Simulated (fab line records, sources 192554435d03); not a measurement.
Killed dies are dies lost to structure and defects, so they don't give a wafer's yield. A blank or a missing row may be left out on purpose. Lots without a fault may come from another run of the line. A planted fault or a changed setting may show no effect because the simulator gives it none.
Split-lot experiment | flow n5_finfet | 7 lots, 21 wafers read, on a route of 1938 steps

THE SPLIT
At N5_BEOL_M2_EXPOSE_08 (exposes mask M2), the setting dose_mj was moved away from the recipe's 41.25 on 11 of the 21 wafers read, by -7.3% to +7.0%. The other wafers ran this setting at the recipe's value.

FROM THE SPLIT TO THE READING: what the file shows between them, 2 steps
- N5_BEOL_M2_PEB_09: peb time 60 s
- N5_BEOL_M2_DEVELOP_10: develop time 30 s

THE READING
cd_nm, in nm, at N5_BEOL_M2_CD_MEAS_11 (target cd 16.79 nm). Fault-free wafers of this fab line usually give 16.77 nm, standard deviation 0.23 nm.

wafer  | tool, chamber at the split | dose_mj as run | against the recipe | cd_nm, nm | against lot-mates on the recipe
L075.1 | euv_scanner-01, 0          | 41.25          | recipe             | 16.61     | -
L075.2 | euv_scanner-01, 0          | 41.25          | recipe             | 16.69     | -
L075.3 | euv_scanner-01, 0          | 41.25          | recipe             | 16.77     | -
L076.4 | euv_scanner-01, 0          | 39.04          | -5.4%              | 15.85     | -1.08
L076.5 | euv_scanner-01, 0          | 39.04          | -5.4%              | 15.77     | -1.16
L076.6 | euv_scanner-01, 0          | 41.25          | recipe             | 16.93     | -
L077.1 | euv_scanner-02, 0          | 38.58          | -6.5%              | 15.09     | -1.77
L077.3 | euv_scanner-02, 0          | 38.58          | -6.5%              | 15.10     | -1.76
L077.6 | euv_scanner-02, 0          | 41.25          | recipe             | 16.86     | -
L080.1 | euv_scanner-01, 0          | 44.12          | +7.0%              | 18.09     | no lot-mate on the recipe
L080.2 | euv_scanner-01, 0          | 44.12          | +7.0%              | 18.38     | no lot-mate on the recipe
L080.5 | euv_scanner-01, 0          | 44.12          | +7.0%              | 18.31     | no lot-mate on the recipe
L082.3 | euv_scanner-02, 0          | 42.81          | +3.8%              | 17.39     | +0.66
L082.4 | euv_scanner-02, 0          | 41.25          | recipe             | 16.76     | -
L082.6 | euv_scanner-02, 0          | 41.25          | recipe             | 16.71     | -
L087.1 | euv_scanner-02, 0          | 41.25          | recipe             | 16.78     | -
L087.4 | euv_scanner-02, 0          | 41.25          | recipe             | 17.04     | -
L087.5 | euv_scanner-02, 0          | 38.24          | -7.3%              | 15.48     | -1.43
L095.1 | euv_scanner-02, 0          | 43.06          | +4.4%              | 17.51     | +0.79
L095.3 | euv_scanner-02, 0          | 41.25          | recipe             | 16.72     | -
L095.6 | euv_scanner-02, 0          | 43.06          | +4.4%              | 17.41     | +0.69

THE FIT
A straight line over all 21 wafers: cd_nm changes by +0.206 nm for each +1% of dose_mj; r = +0.98; the points scatter about the line by 0.18 nm.
The same after taking each lot's own level away (the mean of its wafers on the recipe; 18 wafers): +0.215 nm for each +1%; r = +0.98; scatter 0.16 nm.
On that fit, the largest move of dose_mj shifts the reading by 1.6 nm.
The lots' own levels span 16.690 to 16.930 nm, that is 1.0 times the standard deviation above.
So the lot-to-lot level changes the slope little: the two slopes agree.
Check: with one of the wafers moved furthest among these (-7.3%) left out of the fit, the line predicts -1.69 nm for it against its lot-mates. It came out at -1.43 nm against them.

OTHER SPLITS ON THESE WAFERS
These wafers also went through other splits before the reading. Each is held against what the fit with the lots' levels taken away leaves over:
other split on the same wafers | wafers away from the commonest value | r with cd_nm (lot level and that fit taken away)
N5_BEOL_M1_ETCH_64 bias_w      | 5                                    | +0.01

THE WHOLE CHAIN: every reading that the file lists as answering this split, in the file's order
step                  | what it does                                                      | reading                                                               | change (the file's fit)               | r (the file's)
N5_BEOL_M2_CD_MEAS_11 | target cd 16.79 nm                                                | cd_nm                                                                 | +0.213 nm for each +1% of the setting | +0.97
N5_BEOL_M2_ETCH_74    | etches underlayer in N2/H2, target depth 6.5 nm, time 5.2 s       | BEOL_M2.cd_offset_nm (the simulator's own value, which no gauge read) | +0.2 nm for each +1% of the setting   | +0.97
N5_BEOL_M2_HM_OPEN_17 | chemistry Cl2/BCl3, target TiN, target depth 20 nm, overetch 6 nm | BEOL_M2.cd_offset_nm (the simulator's own value, which no gauge read) | +0.222 nm for each +1% of the setting | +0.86

THE FILE'S OWN FIT
cd_nm changes by +0.213 nm for each +1% of dose_mj, r = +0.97.
